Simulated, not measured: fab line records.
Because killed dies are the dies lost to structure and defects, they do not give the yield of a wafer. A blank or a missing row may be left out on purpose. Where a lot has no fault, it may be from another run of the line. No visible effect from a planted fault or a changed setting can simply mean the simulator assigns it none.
fab line records + flow n5Finfet
record
- lots=6
- wafers=18
- lastDay=17
route steps=1938 shown BEOL_M13@1694 PASSIVATION@1936
lots that met no fault: from a run of the same line without faults
startH: the number of hours between the record's first day and the start of the first shown wafer of the lot + waitH: hours from the lot's prior step to this one + " identical to the entry in the row above + L1.1+2: several wafers, shown together as one row + - no value present, or no start provided + * or withheld: withheld + < > ~ a bound
route shown NAME@n: a module of which the file shows steps, and the number in the route of the first + usual: average and standard deviation across the fault-free wafers + same: alike in all rows + chamber/n: place in a boat + sites: readings site by site + _std_site: standard deviation across them + _edge_site: mean of outer sites minus mean of inner sites + radiusMm: for every site, how far away it sits from the centre of the wafer + mask NAME#n: copy n + behind: the most recent tool/chamber to have shaped the wafer + hold: reason for holding the lot/hours on hold/outcome of the hold + device: transistor that didn't switch, given as n, p or np + end of line: at the end of the route, the tests of the same wafers + a step without rows: its recipe alone + killed: count of dies lost to structure and defects at first sort (not the wafer's yield) + map: the dies of a wafer, with x for killed, . for not killed, _ for no die there
set.NAME: the setting the step ran with; set.NAME@STEP: the setting that earlier step ran with + model.NAME: the simulator's own value behind a step, which no gauge read
lots at some steps of the route; a table a step, a row a wafer
services: when a tool's chamber went out of use (startH, in hours from the record's first day, below 0 if earlier), for how many hours, and the reason
## steps
# step N5_BEOL_M13_ETCH_68
# recipe
- chemistry=N2/H2
- target=SOC
- maskMaterial=SiARC
- sourceW=3000
- biasW=350
- tempC=40
- timeS=355
- ionEnergyEv=200
- pressureMtorr=30
- n2FlowSccm=200
- h2FlowSccm=200
# usual
- biasW=350.0/1.1
- drypumpMotorCurrentA=5.7/0.53
- oesProductAu=0.82/0.071
- rfVppV=524.4/2.4
- showerheadPlenumPTorr=2.56/0.081
- throttleValvePct=17.65/0.18
| lot.wafer | tool       | chamber | startH | waitH | biasW | drypumpMotorCurrentA | oesProductAu | rfHoursCounterH | rfVppV | showerheadPlenumPTorr | throttleValvePct |
|-----------|------------|---------|--------|-------|-------|----------------------|--------------|-----------------|--------|-----------------------|------------------|
| L755.2    | rieDiel-03 | 2       | 254.75 | 0.1   | 348.9 | 6.4                  | 0.84         | 59              | 527.9  | 2.71                  | 17.66            |
| L755.3    | "          | 0       | "      | "     | 350.2 | 5.7                  | 0.89         | 38              | 521.6  | 2.49                  | 17.25            |
| L755.5    | "          | 0       | "      | "     | 352.3 | 5.6                  | 0.89         | -               | 523.3  | 2.49                  | 17.24            |
| L757.1    | rieDiel-03 | 0       | 287.02 | 0.1   | 350.1 | 5.7                  | 0.88         | 48              | 523.0  | 2.48                  | 17.25            |
| L757.2    | "          | 2       | "      | "     | 350.8 | 6.4                  | 0.83         | 70              | 528.6  | 2.70                  | 17.69            |
| L757.4    | "          | 3       | "      | "     | 349.6 | 5.7                  | 0.86         | 59              | 524.3  | 2.58                  | 17.67            |
| L762.2    | rieDiel-03 | 1       | 312.08 | 0.1   | 350.9 | 6.6                  | 0.70         | 243             | 525.6  | 2.61                  | 17.88            |
| L762.3    | "          | 3       | "      | "     | 350.8 | 5.8                  | 0.85         | 67              | 525.1  | 2.57                  | 17.68            |
| L762.4    | "          | 2       | "      | "     | 348.1 | 6.4                  | 0.83         | 78              | 527.5  | 2.70                  | 17.68            |
| L767.4    | rieDiel-03 | 2       | 340.82 | 0.1   | 349.6 | 6.4                  | 0.82         | -               | 527.6  | 2.69                  | 17.70            |
| L767.5    | "          | 0       | "      | "     | 350.2 | 5.7                  | 0.86         | -               | 522.7  | 2.48                  | 17.29            |
| L767.6    | "          | 3       | "      | "     | 350.5 | 5.8                  | 0.84         | -               | 523.9  | 2.57                  | 17.69            |
| L769.2    | rieDiel-02 | 1       | 348.82 | 0.1   | 350.2 | 5.8                  | 0.89         | 38              | 521.9  | 2.48                  | 17.80            |
| L769.3    | "          | 0       | "      | "     | 350.6 | 6.1                  | 0.72         | 199             | 526.3  | 2.64                  | 17.64            |
| L769.4    | "          | 3       | "      | "     | 349.9 | 4.9                  | 0.90         | 19              | 525.9  | 2.59                  | 17.51            |
| L770.2    | rieDiel-03 | 0       | 368.88 | 0.1   | 349.8 | 5.7                  | 0.85         | 73              | 521.2  | 2.47                  | 17.29            |
| L770.5    | "          | 1       | "      | "     | 351.0 | 6.7                  | 0.98         | -               | 526.6  | 2.60                  | 17.46            |
| L770.6    | "          | 0       | "      | "     | 350.7 | 5.7                  | 0.84         | -               | 521.0  | 2.47                  | 17.31            |
# step N5_BEOL_M13_STRIP_69
# recipe
- chemistry=N2/H2
- tempC=40
- n2FlowSccm=200
- h2FlowSccm=200
- rfFrequencyHz=6e+07
# step N5_BEOL_M13_TRENCH_ETCH_34
# recipe
- chemistry=C4F8/O2/Ar
- target=SiOC
- targetDepthA=4134.7
- maskMaterial=SOC
- pressureMtorr=30
- sourceW=3000
- biasW=700
- Ar_flow_sccm=400
- C4F8_flow_sccm=15
- O2_flow_sccm=8
- heInnerTorr=15
- heOuterTorr=30
- timeS=162.6
- ionEnergyEv=250
# step N5_BEOL_M13_STRIP_70
# recipe
- chemistry=C4F8/O2/Ar
- resist=SiARC
- rfFrequencyHz=6e+07
# step N5_BEOL_M13_OCD_MEAS_35
# usual
- trenchDepthNm=414/4.6
| lot.wafer | tool   | chamber | startH | waitH | trenchDepthNm |
|-----------|--------|---------|--------|-------|---------------|
| L755.2    | ocd-01 | -       | 255.15 | 0.0   | 417           |
| L755.3    | "      | -       | "      | "     | 418           |
| L755.5    | "      | -       | "      | "     | 415           |
| L757.1    | ocd-01 | -       | 287.42 | 0.0   | 411           |
| L757.2    | "      | -       | "      | "     | 411           |
| L757.4    | "      | -       | "      | "     | 411           |
| L762.2    | ocd-01 | -       | 312.48 | 0.0   | 409           |
| L762.3    | "      | -       | "      | "     | 418           |
| L762.4    | "      | -       | "      | "     | 421           |
| L767.4    | ocd-02 | -       | 341.12 | 0.0   | 417           |
| L767.5    | "      | -       | "      | "     | 414           |
| L767.6    | "      | -       | "      | "     | 416           |
| L769.2    | ocd-02 | -       | 349.22 | 0.0   | 420           |
| L769.3    | "      | -       | "      | "     | 406           |
| L769.4    | "      | -       | "      | "     | 417           |
| L770.2    | ocd-02 | -       | 369.28 | 0.0   | 415           |
| L770.5    | "      | -       | "      | "     | 420           |
| L770.6    | "      | -       | "      | "     | 417           |
# step N5_BEOL_M13_STRIP_37
# recipe
- chemistry=N2/H2
- powerW=1000
- tempC=250
- h2Frac=0.65
- overashFraction=0.3
- pressureMtorr=withheld
- n2FlowSccm=1750
- h2FlowSccm=3250
# usual
- drypumpMotorCurrentA=5.9/0.43
- heaterPowerW=375/24
- oesProductAu=0.785/0.011
| lot.wafer | tool           | chamber | startH | waitH | drypumpMotorCurrentA | heaterPowerW | oesProductAu | rfHoursCounterH |
|-----------|----------------|---------|--------|-------|----------------------|--------------|--------------|-----------------|
| L755.2    | plasmaAsher-02 | 0       | 255.19 | 0.0   | 5.5                  | 395          | 0.792        | 110             |
| L755.3    | "              | 0       | "      | "     | 5.5                  | 392          | 0.795        | -               |
| L755.5    | "              | 1       | "      | "     | 6.2                  | 382          | 0.768        | -               |
| L757.1    | plasmaAsher-02 | 0       | 287.46 | 0.0   | 5.5                  | 391          | 0.750        | 117             |
| L757.2    | "              | 1       | "      | "     | 6.2                  | 388          | 0.776        | 117             |
| L757.4    | "              | 0       | "      | "     | 5.4                  | 387          | 0.788        | -               |
| L762.2    | plasmaAsher-02 | 1       | 312.54 | 0.1   | 6.2                  | 377          | 0.786        | 120             |
| L762.3    | "              | 1       | "      | "     | 6.2                  | 376          | 0.785        | -               |
| L762.4    | "              | 0       | "      | "     | 5.4                  | 389          | 0.794        | -               |
| L767.4    | plasmaAsher-02 | 1       | 341.17 | 0.1   | 6.1                  | 386          | 0.790        | -               |
| L767.5    | "              | 1       | "      | "     | 6.2                  | 380          | 0.803        | -               |
| L767.6    | "              | 0       | "      | "     | 5.5                  | 387          | 0.790        | -               |
| L769.2    | plasmaAsher-02 | 1       | 349.26 | 0.0   | 6.2                  | 382          | 0.786        | 127             |
| L769.3    | "              | 0       | "      | "     | 5.5                  | 390          | 0.785        | -               |
| L769.4    | "              | 1       | "      | "     | 6.2                  | 378          | 0.792        | -               |
| L770.2    | plasmaAsher-02 | 1       | 369.31 | 0.0   | 6.2                  | 377          | 0.801        | 131             |
| L770.5    | "              | 0       | "      | "     | 5.5                  | 389          | 0.775        | -               |
| L770.6    | "              | 1       | "      | "     | 6.2                  | 386          | 0.771        | -               |
# step N5_BEOL_M13_ETCH_38
# recipe
- chemistry=CF4/N2
- target=SiCN
- targetDepthA=675
- taperDeg=2
- timeS=71.9
- ionEnergyEv=150
- maskMaterial=SiO2
- pressureMtorr=40
- sourceW=430
- biasW=70
- Ar_flow_sccm=100
- cf4FlowSccm=60
- n2FlowSccm=60
# step N5_BEOL_M13_PRECLEAN_39
# recipe
- chemistry=residueRemover
- timeS=60
- tempC=40
# step N5_BEOL_M13_SRD_40
# recipe
- timeS=30
- tempC=23
- rinseLiquid=diw
- dry=n2Spin
- spinRpm=1500
- dryTimeS=30
# step N5_BEOL_M13_DEGAS_41
# recipe
- ambient=vacuum
- tempC=250
- timeS=60
# usual
- heaterPowerW=339/36
| lot.wafer | tool          | chamber | startH | waitH | heaterPowerW |
|-----------|---------------|---------|--------|-------|--------------|
| L755.2    | pvdSputter-03 | -       | 261.03 | 0.5   | 348          |
| L755.3    | "             | -       | "      | "     | 318          |
| L755.5    | "             | -       | "      | "     | 370          |
| L757.1    | pvdSputter-01 | -       | 288.62 | 0.5   | 336          |
| L757.2    | "             | -       | "      | "     | 379          |
| L757.4    | "             | -       | "      | "     | 306          |
| L762.2    | pvdSputter-01 | -       | 313.04 | 0.3   | 305          |
| L762.3    | "             | -       | "      | "     | 374          |
| L762.4    | "             | -       | "      | "     | 396          |
| L767.4    | pvdSputter-01 | -       | 343.60 | 0.4   | 368          |
| L767.5    | "             | -       | "      | "     | 371          |
| L767.6    | "             | -       | "      | "     | 309          |
| L769.2    | pvdSputter-02 | -       | 350.10 | 0.3   | 328          |
| L769.3    | "             | -       | "      | "     | 361          |
| L769.4    | "             | -       | "      | "     | 277          |
| L770.2    | pvdSputter-02 | -       | 371.21 | 0.8   | 295          |
| L770.5    | "             | -       | "      | "     | 371          |
| L770.6    | "             | -       | "      | "     | 328          |
# step N5_BEOL_M13_PRE_CLEAN_42
# recipe
- gas=H2/He
- timeS=30
- tempC=250
# step N5_BEOL_M13_SPUTTER_43
# recipe
- material=TaN
- targetThkA=150
- tempC=50
- biasV=168.6
- powerW=15000
- chamberPressurePa=0.12
- timeS=24.19
# usual
- biasV=168.8/1.8
- cathodeDcPowerW=14999/2.7
- throttleValvePct=30.2/0.86
| lot.wafer | tool          | chamber | startH | waitH | biasV | cathodeDcPowerW | throttleValvePct |
|-----------|---------------|---------|--------|-------|-------|-----------------|------------------|
| L755.2    | pvdSputter-03 | -       | 261.11 | 0.0   | 169.0 | 15000           | 28.4             |
| L755.3    | "             | -       | "      | "     | 167.6 | 14999           | 30.9             |
| L755.5    | "             | -       | "      | "     | 169.3 | 15000           | 28.3             |
| L757.1    | pvdSputter-01 | -       | 288.70 | 0.0   | 167.9 | 14998           | 31.7             |
| L757.2    | "             | -       | "      | "     | 167.8 | 14999           | 30.3             |
| L757.4    | "             | -       | "      | "     | 168.5 | 14995           | 28.8             |
| L762.2    | pvdSputter-01 | -       | 313.12 | 0.0   | 167.7 | 15004           | 29.0             |
| L762.3    | "             | -       | "      | "     | 167.8 | 14996           | 30.4             |
| L762.4    | "             | -       | "      | "     | 167.3 | 14998           | 31.0             |
| L767.4    | pvdSputter-01 | -       | 343.68 | 0.0   | 165.2 | 15005           | 30.3             |
| L767.5    | "             | -       | "      | "     | 172.0 | 15002           | 30.3             |
| L767.6    | "             | -       | "      | "     | 165.6 | 15001           | 28.8             |
| L769.2    | pvdSputter-02 | -       | 350.18 | 0.0   | 170.2 | 14999           | 30.1             |
| L769.3    | "             | -       | "      | "     | 167.3 | 14994           | 29.6             |
| L769.4    | "             | -       | "      | "     | 169.3 | 15001           | 31.3             |
| L770.2    | pvdSputter-02 | -       | 371.29 | 0.0   | 171.6 | 15000           | 29.6             |
| L770.5    | "             | -       | "      | "     | 168.6 | 14999           | 29.4             |
| L770.6    | "             | -       | "      | "     | 168.3 | 15002           | 30.2             |
# step N5_BEOL_M13_SPUTTER_44
# recipe
- material=Ta
- targetThkA=100
- tempC=50
- biasV=80
- powerW=15000
- chamberPressurePa=0.07
- timeS=16.13
# usual
- biasV=80.0/0.91
- cathodeDcPowerW=15000/2.2
- throttleValvePct=30.2/0.87
| lot.wafer | tool          | chamber | startH | waitH | biasV | cathodeDcPowerW | throttleValvePct | model.Ta_of_BEOL_M13_SPUTTER_44.thkNm |
|-----------|---------------|---------|--------|-------|-------|-----------------|------------------|---------------------------------------|
| L755.2    | pvdSputter-03 | -       | 261.19 | 0.0   | 79.6  | 15002           | 28.5             | 10                                    |
| L755.3    | "             | -       | "      | "     | 80.2  | 14997           | 31.2             | 10.2                                  |
| L755.5    | "             | -       | "      | "     | 79.3  | 15001           | 28.6             | 10.2                                  |
| L757.1    | pvdSputter-01 | -       | 288.78 | 0.0   | 79.4  | 15000           | 31.7             | 10.2                                  |
| L757.2    | "             | -       | "      | "     | 80.9  | 15005           | 30.4             | 10                                    |
| L757.4    | "             | -       | "      | "     | 79.9  | 14999           | 28.9             | 10                                    |
| L762.2    | pvdSputter-01 | -       | 313.20 | 0.0   | 79.7  | 15001           | 28.9             | 10                                    |
| L762.3    | "             | -       | "      | "     | 81.1  | 14280           | 30.3             | 9.6                                   |
| L762.4    | "             | -       | "      | "     | 81.3  | 15002           | 31.0             | 10                                    |
| L767.4    | pvdSputter-01 | -       | 343.76 | 0.0   | 79.4  | 14276           | 30.1             | 9.4                                   |
| L767.5    | "             | -       | "      | "     | 80.6  | 14275           | 30.2             | 9.6                                   |
| L767.6    | "             | -       | "      | "     | 80.4  | 15001           | 28.9             | 10                                    |
| L769.2    | pvdSputter-02 | -       | 350.26 | 0.0   | 80.6  | 15001           | 30.1             | 9.6                                   |
| L769.3    | "             | -       | "      | "     | 79.9  | 14997           | 29.5             | 9.6                                   |
| L769.4    | "             | -       | "      | "     | 80.4  | 14997           | 31.7             | 9.8                                   |
| L770.2    | pvdSputter-02 | -       | 371.37 | 0.0   | 78.5  | 14999           | 29.5             | 9.6                                   |
| L770.5    | "             | -       | "      | "     | 80.5  | 14999           | 29.7             | 9.6                                   |
| L770.6    | "             | -       | "      | "     | 80.2  | 14998           | 30.5             | 9.6                                   |
# step N5_BEOL_M13_SPUTTER_45
# recipe
- material=Cu
- targetThkA=800
- tempC=-20
- biasV=60
- powerW=26000
- chamberPressurePa=0.13
- timeS=13.33
# usual
- biasV=59.9/0.58
- cathodeDcPowerW=25999/4.5
- throttleValvePct=30.2/0.85
| lot.wafer | tool          | chamber | startH | waitH | biasV | cathodeDcPowerW | throttleValvePct |
|-----------|---------------|---------|--------|-------|-------|-----------------|------------------|
| L755.2    | pvdSputter-03 | -       | 261.27 | 0.0   | 59.2  | 25999           | 28.5             |
| L755.3    | "             | -       | "      | "     | 60.0  | 26000           | 31.0             |
| L755.5    | "             | -       | "      | "     | 59.0  | 26010           | 28.4             |
| L757.1    | pvdSputter-01 | -       | 288.86 | 0.0   | 59.8  | 26005           | 31.8             |
| L757.2    | "             | -       | "      | "     | 59.8  | 26004           | 30.3             |
| L757.4    | "             | -       | "      | "     | 59.2  | 26002           | 29.1             |
| L762.2    | pvdSputter-01 | -       | 313.28 | 0.0   | 59.8  | 26001           | 29.0             |
| L762.3    | "             | -       | "      | "     | 59.9  | 25997           | 30.1             |
| L762.4    | "             | -       | "      | "     | 58.2  | 25993           | 31.0             |
| L767.4    | pvdSputter-01 | -       | 343.84 | 0.0   | 60.8  | 25992           | 30.2             |
| L767.5    | "             | -       | "      | "     | 59.8  | 26008           | 30.3             |
| L767.6    | "             | -       | "      | "     | 60.1  | 25996           | 29.1             |
| L769.2    | pvdSputter-02 | -       | 350.34 | 0.0   | 59.6  | 26000           | 30.3             |
| L769.3    | "             | -       | "      | "     | 58.6  | 26000           | 29.6             |
| L769.4    | "             | -       | "      | "     | 59.7  | 26003           | 31.4             |
| L770.2    | pvdSputter-02 | -       | 371.45 | 0.0   | 58.6  | 26010           | 29.7             |
| L770.5    | "             | -       | "      | "     | 60.2  | 26001           | 29.7             |
| L770.6    | "             | -       | "      | "     | 60.6  | 25997           | 30.1             |
# step N5_PASSIVATION_PROBE_49
# usual
- defectLimitedYield=91.3/1.4
- killed_at_M0_to_M3=34/10
- killed_at_M4_up=13/4.8
- killedAtContacts=12/6.1
- killedAtFrontEnd=40/11
- killedAtOther=3.7/2.8
- killedDies=103/16
- killedOpen=67/12
- killedShort=34/7.4
- sort_bin_5_function=5.1/0.95
- sort_bin_6_memory=3.2/0.62
- sortNPass=1077/16
- sortYieldPct=91.3/1.4
# same
- grossDies=1180
- killedAtBackSide=0
- sort_bin_4_leakage[%]=0
- sort_bin_8_speed[%]=0
| lot.wafer | tool      | chamber | startH | waitH | defectLimitedYield[%] | killed_at_M0_to_M3 | killed_at_M4_up | killedAtContacts | killedAtFrontEnd | killedAtOther | killedDies | killedOpen | killedShort | sort_bin_5_function[%] | sort_bin_6_memory[%] | sortNPass | sortYieldPct[%] |
|-----------|-----------|---------|--------|-------|-----------------------|--------------------|-----------------|------------------|------------------|---------------|------------|------------|-------------|------------------------|----------------------|-----------|-----------------|
| L757.1    | prober-02 | -       | 315.74 | 0.0   | 92.6                  | 19                 | 17              | 18               | 30               | 3             | 87         | 64         | 22          | 4.2                    | 3.0                  | 1093      | 92.6            |
| L757.2    | prober-02 | -       | 315.79 | 0.1   | 90.5                  | 49                 | 11              | 15               | 26               | 11            | 112        | 71         | 41          | 4.9                    | 4.2                  | 1068      | 90.5            |
| L757.4    | prober-02 | -       | 315.89 | 0.2   | 88.5                  | 62                 | 11              | 32               | 25               | 6             | 136        | 86         | 50          | 7.8                    | 3.3                  | 1044      | 88.5            |
| L762.2    | prober-01 | -       | 342.84 | 0.1   | 91.4                  | 37                 | 14              | 11               | 32               | 8             | 102        | 60         | 40          | 4.8                    | 3.4                  | 1078      | 91.4            |
| L762.3    | prober-01 | -       | 342.89 | 0.1   | 90.1                  | 39                 | 9               | 17               | 49               | 3             | 117        | 83         | 34          | 5.5                    | 4.1                  | 1063      | 90.1            |
| L762.4    | prober-01 | -       | 342.94 | 0.2   | 90.2                  | 29                 | 16              | 20               | 46               | 5             | 116        | 65         | 47          | 5.7                    | 3.6                  | 1064      | 90.2            |
| L767.4    | prober-01 | -       | 371.91 | 0.2   | 92.0                  | 42                 | 11              | 9                | 32               | 0             | 94         | 63         | 30          | 4.6                    | 3.3                  | 1086      | 92.0            |
| L767.5    | prober-01 | -       | 371.96 | 0.2   | 90.5                  | 33                 | 11              | 12               | 55               | 1             | 112        | 71         | 39          | 6.6                    | 2.3                  | 1068      | 90.5            |
| L767.6    | prober-01 | -       | 372.01 | 0.3   | 91.9                  | 33                 | 9               | 11               | 40               | 2             | 95         | 59         | 36          | 4.9                    | 2.8                  | 1085      | 91.9            |
| L770.2    | prober-01 | -       | 401.49 | 0.6   | 90.8                  | 56                 | 11              | 2                | 39               | 1             | 109        | 68         | 40          | 5.4                    | 3.4                  | 1071      | 90.8            |
| L770.5    | prober-01 | -       | 401.64 | 0.7   | 91.6                  | 56                 | 16              | 1                | 24               | 2             | 99         | 64         | 33          | 4.9                    | 3.3                  | 1081      | 91.6            |
| L770.6    | prober-01 | -       | 401.69 | 0.8   | 91.4                  | 48                 | 20              | 4                | 28               | 1             | 101        | 62         | 34          | 5.7                    | 2.7                  | 1079      | 91.4            |
# killed by level:class
L757.1 MOL_CONTACT_COAG:geometricParticle:open=15 DUMMY_GATE:geometricParticle:open=10 BEOL_M4:geometricParticle:open=10 STI_FIN_REVEAL:geometricParticle:open=5 BEOL_M0_SAQP:geometricParticle:short=5 DUMMY_GATE:geometricParticle:short=3 GATE_CUT:geometricParticle:open=3 BEOL_M3:geometricParticle:open=3
L757.2 BEOL_M0_SAQP:geometricParticle:short=15 MOL_CONTACT_COAG:geometricParticle:open=12 BEOL_M0_SAQP:geometricParticle:open=9 FIN_SAQP:geometricParticle:open=7 BEOL_M3:geometricParticle:open=7 BEOL_M1:geometricParticle:open=6 BEOL_M4:geometricParticle:open=6 BEOL_M2:geometricParticle:open=5
L757.4 MOL_CONTACT_COAG:geometricParticle:open=24 BEOL_M0_SAQP:geometricParticle:short=18 BEOL_M0_SAQP:geometricParticle:open=17 BEOL_M3:geometricParticle:open=13 MOL_CONTACT_COAG:geometricParticle:short=8 STI_FIN_REVEAL:geometricParticle:open=6 BEOL_M4:geometricParticle:open=6 FIN_SAQP:geometricParticle:short=4
L762.2 BEOL_M0_SAQP:geometricParticle:short=11 MOL_CONTACT_COAG:geometricParticle:open=10 BEOL_M0_SAQP:geometricParticle:open=9 FIN_SAQP:geometricParticle:open=8 FIN_SAQP:geometricParticle:short=7 STI_FIN_REVEAL:geometricParticle:open=6 BEOL_M7:geometricParticle:open=6 BEOL_M3:geometricParticle:open=5
L762.3 FIN_SAQP:geometricParticle:open=17 MOL_CONTACT_COAG:geometricParticle:open=16 BEOL_M0_SAQP:geometricParticle:open=9 STI_FIN_REVEAL:geometricParticle:open=8 FIN_SAQP:geometricParticle:short=6 BEOL_M2:geometricParticle:open=6 BEOL_M0_SAQP:geometricParticle:short=5 BEOL_M1:geometricParticle:open=5
L762.4 MOL_CONTACT_COAG:geometricParticle:open=15 BEOL_M0_SAQP:geometricParticle:short=11 FIN_SAQP:geometricParticle:short=10 FIN_SAQP:geometricParticle:open=7 STI_FIN_REVEAL:geometricParticle:open=6 BEOL_M4:geometricParticle:open=6 MOL_CONTACT_COAG:geometricParticle:short=5 BEOL_M0_SAQP:geometricParticle:open=5
L767.4 BEOL_M2:geometricParticle:open=10 BEOL_M0_SAQP:geometricParticle:short=9 MOL_CONTACT_COAG:geometricParticle:open=7 FIN_SAQP:geometricParticle:open=6 BEOL_M0_SAQP:geometricParticle:open=6 BEOL_M0:geometricParticle:open=5 STI_FIN_REVEAL:geometricParticle:open=4 BEOL_M1:geometricParticle:open=4
L767.5 FIN_SAQP:geometricParticle:short=11 STI_FIN_REVEAL:geometricParticle:open=11 MOL_CONTACT_COAG:geometricParticle:open=10 BEOL_M0:geometricParticle:open=9 BEOL_M2:geometricParticle:open=7 FIN_SAQP:geometricParticle:open=6 BEOL_M4:geometricParticle:open=6 STI_FIN_REVEAL:geometricParticle:short=5
L767.6 BEOL_M0_SAQP:geometricParticle:open=10 BEOL_M0_SAQP:geometricParticle:short=9 STI_FIN_REVEAL:geometricParticle:open=8 GATE_CUT:geometricParticle:short=7 MOL_CONTACT_COAG:geometricParticle:open=6 STARTING-WAFER:geometricParticle:open=6 DUMMY_GATE:geometricParticle:open=5 MOL_CONTACT_COAG:geometricParticle:short=5
L770.2 BEOL_M2:geometricParticle:open=14 BEOL_M1:geometricParticle:short=11 BEOL_M0_SAQP:geometricParticle:short=10 BEOL_M3:geometricParticle:open=10 FIN_SAQP:geometricParticle:open=9 GATE_CUT:geometricParticle:short=6 BEOL_M4:geometricParticle:open=6 STI_FIN_REVEAL:geometricParticle:open=5
L770.5 BEOL_M1:geometricParticle:open=11 BEOL_M2:geometricParticle:open=10 BEOL_M0_SAQP:geometricParticle:open=9 BEOL_M3:geometricParticle:open=9 FIN_SAQP:geometricParticle:short=7 BEOL_M1:geometricParticle:short=6 BEOL_M3:geometricParticle:short=5 FIN_SAQP:geometricParticle:open=4
L770.6 BEOL_M3:geometricParticle:open=12 BEOL_M0_SAQP:geometricParticle:open=11 BEOL_M4:geometricParticle:open=9 BEOL_M2:geometricParticle:open=7 FIN_SAQP:geometricParticle:short=6 FIN_SAQP:geometricParticle:open=6 BEOL_M0_SAQP:geometricParticle:short=6 BEOL_M3:geometricParticle:short=5
## services
| tool           | chamber | startH | hours | kind                        |
|----------------|---------|--------|-------|-----------------------------|
| rieDiel-03     | 0       | 240.51 | 12.8  | repair                      |
| rieDiel-02     | 3       | 256.42 | 2.8   | repair                      |
| rieDiel-02     | 3       | 259.42 | -     | clean                       |
| rieDiel-02     | 3       | 259.42 | -     | consumableReplace:focusRing |
| rieDiel-02     | 3       | 259.42 | 25.7  | scheduledDown               |
| rieDiel-02     | 3       | 259.42 | 25.7  | ventCycle                   |
| rieDiel-02     | 2       | 267.02 | 6.3   | repair                      |
| pvdSputter-01  | -       | 300.26 | 1.2   | repair                      |
| rieDiel-02     | -       | 315.20 | 0.5   | repair                      |
| pvdSputter-01  | -       | 330.77 | 4.0   | repair                      |
| plasmaAsher-02 | -       | 332.21 | 4.7   | repair                      |
| rieDiel-02     | 2       | 334.70 | 5.6   | repair                      |
| rieDiel-03     | 1       | 340.21 | -     | clean                       |
| rieDiel-03     | 1       | 340.21 | -     | consumableReplace:focusRing |
| rieDiel-03     | 1       | 340.21 | 20.5  | scheduledDown               |
| rieDiel-03     | 1       | 340.21 | 20.5  | ventCycle                   |
| rieDiel-03     | -       | 349.76 | 2.8   | pm                          |
| rieDiel-03     | 2       | 355.42 | 7.3   | repair                      |
| rieDiel-02     | 1       | 363.63 | 4.7   | repair                      |
## key
firstSign
- step=N5_BEOL_M13_SPUTTER_44
- reading=cathodeDcPowerW
- direction=down
- sigmas=99+
- usual=*
- struck=*
effect none on later readings
modelEffect
- step=N5_BEOL_M13_SPUTTER_44
- value=Ta_of_BEOL_M13_SPUTTER_44.thkNm
- without=10
- struck=9.533
metAt N5_BEOL_M13_SPUTTER_44
struckWafers L762.3,L767.4,L767.5
onsetBetween 288.78 313.20
fault
- kind=processParameterDrift
- tool=pvdSputter-01
- chamber=-
- onsetH=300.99
- steps=N5_BEOL_M13_SPUTTER_44
- channel=powerW
- offset=*
- shape=step
- endH=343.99
- actsIn=*
- stated=*
- scope=struckWafersOnly
